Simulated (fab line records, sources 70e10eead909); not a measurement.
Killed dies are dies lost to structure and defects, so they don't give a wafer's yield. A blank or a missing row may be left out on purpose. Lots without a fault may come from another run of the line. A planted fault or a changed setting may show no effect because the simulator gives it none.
A struck lot beside a sound one | flow nand_harc | 14 steps out of a route of 1159
Sound: wafers L174.1, L174.2, L174.6. Struck: wafers L187.3, L187.4, L187.6. The cause comes at the end.
At each step with rows: each side's tool, then ch and its chambers, then its first start. Under that, the readings that differ: sound wafers | struck wafers | difference of the means | sigmas: that difference in standard deviations of wafers without a fault.
alike: readings whose means differ by less than 2 such deviations, and words and numbers that are the same on both sides. not compared: withheld readings, readings that some wafer has no value for, bounds like >300 that may hide the same value, and numbers for which the record gives no deviation and whose values overlap.
The two part at a step that has a row with sigmas, a row that says differs or no value, or rows on one side only. Numbers that don't overlap but have no deviation are shown without sigmas and don't part them. A reading that every wafer of one side lacks parts them only if that side has two wafers or more.

NHARC_P_CONTACT_CMP_01: polishes SiO2, target thk 200 nm.
  sound on cmp-02 ch 2,3, day 6 01:05; struck on cmp-03 ch 1,2, day 9 12:01
  alike: motor_current_A
then, 10 steps without rows for these wafers: NHARC_P_CONTACT_SRD_03; NHARC_P_CONTACT_DEHYDRATE_04 (time 120 s); NHARC_P_CONTACT_HMDS_05 (time 30 s); NHARC_P_CONTACT_COAT_33 (time 75 s); NHARC_P_CONTACT_COAT_34 (time 65 s); NHARC_P_CONTACT_COAT_06 (resist thk 90 nm); NHARC_P_CONTACT_SOFTBAKE_07 (time 55 s); NHARC_P_CONTACT_EBR_08; NHARC_P_CONTACT_EXPOSE_09 (exposes mask P CA, target cd 90 nm); NHARC_P_CONTACT_PEB_10 (peb time 65 s).
NHARC_P_CONTACT_DEVELOP_11: develop time 35 s.
  sound on litho_track-04 ch 0, day 6 01:00; struck on litho_track-01 ch 0, day 9 12:00
  reading              | sound             | struck            | difference | sigmas
  developer_temp_C (C) | 23.09 22.95 23.18 | 24.01 24.05 24.03 | +0.96      | +9
  alike: resist_line_temp_C
NHARC_P_CONTACT_CD_MEAS_12: target cd 90 nm.
  sound on cd_sem-02 ch 0, day 6 01:46; struck on cd_sem-01 ch 0, day 9 12:51
  alike: cd_nm
-- the record jumps here: 14 days lie between the struck wafers' starts before and after (it left off in module P_CONTACT and takes up again in module END, whose first step shown is number 1159 of the route) --
NHARC_END_SORT_01:
  sound on prober-02 ch 0, day 19 19:46; struck on prober-02 ch 0, day 23 06:46
  reading             | sound  | struck | difference | sigmas
  killed_at_periphery | 10 8 4 | 2 1 1  | -6         | -3
  alike: killed_at_array, killed_at_other, killed_dies, killed_open, killed_short

WHERE THEY PART
First at NHARC_P_CONTACT_DEVELOP_11; last, within this record, at NHARC_END_SORT_01.

WHY: what the simulator had put in
Process parameter drift: litho_track-01, from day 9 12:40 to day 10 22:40, at NHARC_P_CONTACT_DEVELOP_11. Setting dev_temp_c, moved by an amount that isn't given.
